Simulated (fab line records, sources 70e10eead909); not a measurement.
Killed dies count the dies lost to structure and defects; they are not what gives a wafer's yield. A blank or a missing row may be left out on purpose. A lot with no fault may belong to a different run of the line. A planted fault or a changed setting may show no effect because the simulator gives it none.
Matching of chambers || flow nand_harc || rie_diel-10 running NHARC_A_STAIRCASE_DESCUM_11: 4 sister chambers
The step chemistry O2, time 3 s. 14 wafers are shown with their chamber, then 7 later ones without.

WAFERS, EACH WITH ITS CHAMBER
{"wafer": "L075.1", "chamber": 0, "drypump_motor_current_A (A)": 5.4, "showerhead_plenum_p_Torr (Torr)": 2.06, "rf_vpp_V (V)": 57.3}
{"wafer": "L075.2", "chamber": 2, "drypump_motor_current_A (A)": 5.4, "showerhead_plenum_p_Torr (Torr)": 1.78, "rf_vpp_V (V)": 56.4}
{"wafer": "L075.5", "chamber": 3, "drypump_motor_current_A (A)": 6.0, "showerhead_plenum_p_Torr (Torr)": 1.98, "rf_vpp_V (V)": 58.7}
{"wafer": "L075.3", "chamber": 1, "drypump_motor_current_A (A)": 5.7, "showerhead_plenum_p_Torr (Torr)": 1.93, "rf_vpp_V (V)": 58.9}
{"wafer": "L075.4", "chamber": 3, "drypump_motor_current_A (A)": 5.9, "showerhead_plenum_p_Torr (Torr)": 1.98, "rf_vpp_V (V)": 58.7}
{"wafer": "L075.6", "chamber": 2, "drypump_motor_current_A (A)": 5.4, "showerhead_plenum_p_Torr (Torr)": 1.78, "rf_vpp_V (V)": 55.7}
{"wafer": "L076.1", "chamber": 2, "drypump_motor_current_A (A)": 5.4, "showerhead_plenum_p_Torr (Torr)": 1.77, "rf_vpp_V (V)": 56.0}
{"wafer": "L076.2", "chamber": 3, "drypump_motor_current_A (A)": 5.9, "showerhead_plenum_p_Torr (Torr)": 1.98, "rf_vpp_V (V)": 58.9}
{"wafer": "L076.5", "chamber": 2, "drypump_motor_current_A (A)": 5.4, "showerhead_plenum_p_Torr (Torr)": 1.78, "rf_vpp_V (V)": 56.4}
{"wafer": "L082.2", "chamber": 3, "drypump_motor_current_A (A)": 5.9, "showerhead_plenum_p_Torr (Torr)": 1.97, "rf_vpp_V (V)": 58.2}
{"wafer": "L082.3", "chamber": 0, "drypump_motor_current_A (A)": 5.5, "showerhead_plenum_p_Torr (Torr)": 2.06, "rf_vpp_V (V)": 58.2}
{"wafer": "L082.5", "chamber": 1, "drypump_motor_current_A (A)": 5.8, "showerhead_plenum_p_Torr (Torr)": 1.92, "rf_vpp_V (V)": 56.9}
{"wafer": "L082.1", "chamber": 1, "drypump_motor_current_A (A)": 5.8, "showerhead_plenum_p_Torr (Torr)": 1.92, "rf_vpp_V (V)": 58.1}
{"wafer": "L082.4", "chamber": 2, "drypump_motor_current_A (A)": 5.4, "showerhead_plenum_p_Torr (Torr)": 2.08, "rf_vpp_V (V)": 58.8}

SIGNATURES, as means of the wafers listed above
{"reading": "drypump_motor_current_A", "chamber 0": 5.450, "chamber 1": 5.767, "chamber 2": 5.400, "chamber 3": 5.925, "scatter within a chamber": 0.0438}
{"reading": "showerhead_plenum_p_Torr", "chamber 0": 2.0600, "chamber 1": 1.9233, "chamber 2": 1.8380, "chamber 3": 1.9775, "scatter within a chamber": 0.0857}
{"reading": "rf_vpp_V", "chamber 0": 57.750, "chamber 1": 57.967, "chamber 2": 56.660, "chamber 3": 58.625, "scatter within a chamber": 0.937}
Rule: distance of a wafer from a chamber = root of the sum over the readings of ((wafer's reading minus chamber's mean) / reading's scatter) squared. If the next closest chamber is less than 2 further off than the closest, the wafer can't be placed; otherwise it belongs to the closest. How the scatter is found: for the shown wafers, subtract from each reading the mean of its chamber, square and add these, divide the total by (wafers less chambers), then take the root.

WAFERS WHOSE CHAMBER IS MISSING
{"wafer": "L082.6", "drypump_motor_current_A (A)": 5.5, "showerhead_plenum_p_Torr (Torr)": 2.06, "rf_vpp_V (V)": 58.7}
{"wafer": "L085.2", "drypump_motor_current_A (A)": 5.4, "showerhead_plenum_p_Torr (Torr)": 2.05, "rf_vpp_V (V)": 59.0}
{"wafer": "L085.5", "drypump_motor_current_A (A)": 5.4, "showerhead_plenum_p_Torr (Torr)": 2.07, "rf_vpp_V (V)": 58.1}
{"wafer": "L085.6", "drypump_motor_current_A (A)": 5.9, "showerhead_plenum_p_Torr (Torr)": 1.97, "rf_vpp_V (V)": 56.0}
{"wafer": "L097.3", "drypump_motor_current_A (A)": 5.5, "showerhead_plenum_p_Torr (Torr)": 2.04, "rf_vpp_V (V)": 57.8}
{"wafer": "L097.4", "drypump_motor_current_A (A)": 5.8, "showerhead_plenum_p_Torr (Torr)": 1.91, "rf_vpp_V (V)": 57.0}
{"wafer": "L097.5", "drypump_motor_current_A (A)": 5.9, "showerhead_plenum_p_Torr (Torr)": 1.96, "rf_vpp_V (V)": 58.0}

CHAMBER TAKEN BY EACH
{"wafer": "L082.6", "from the rows above": 0, "in truth": 0}
{"wafer": "L085.2", "from the rows above": "can't be placed: 0 or 2", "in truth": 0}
{"wafer": "L085.5", "from the rows above": "can't be placed: 0 or 2", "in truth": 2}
{"wafer": "L085.6", "from the rows above": "can't be placed: 3 or 1", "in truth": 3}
{"wafer": "L097.3", "from the rows above": 0, "in truth": 0}
{"wafer": "L097.4", "from the rows above": 1, "in truth": 1}
{"wafer": "L097.5", "from the rows above": 3, "in truth": 3}
Placed correctly: 4 of 7. Unplaceable from these rows: 3, with the true chamber sitting among the candidates in 3. Placed wrongly: 0.
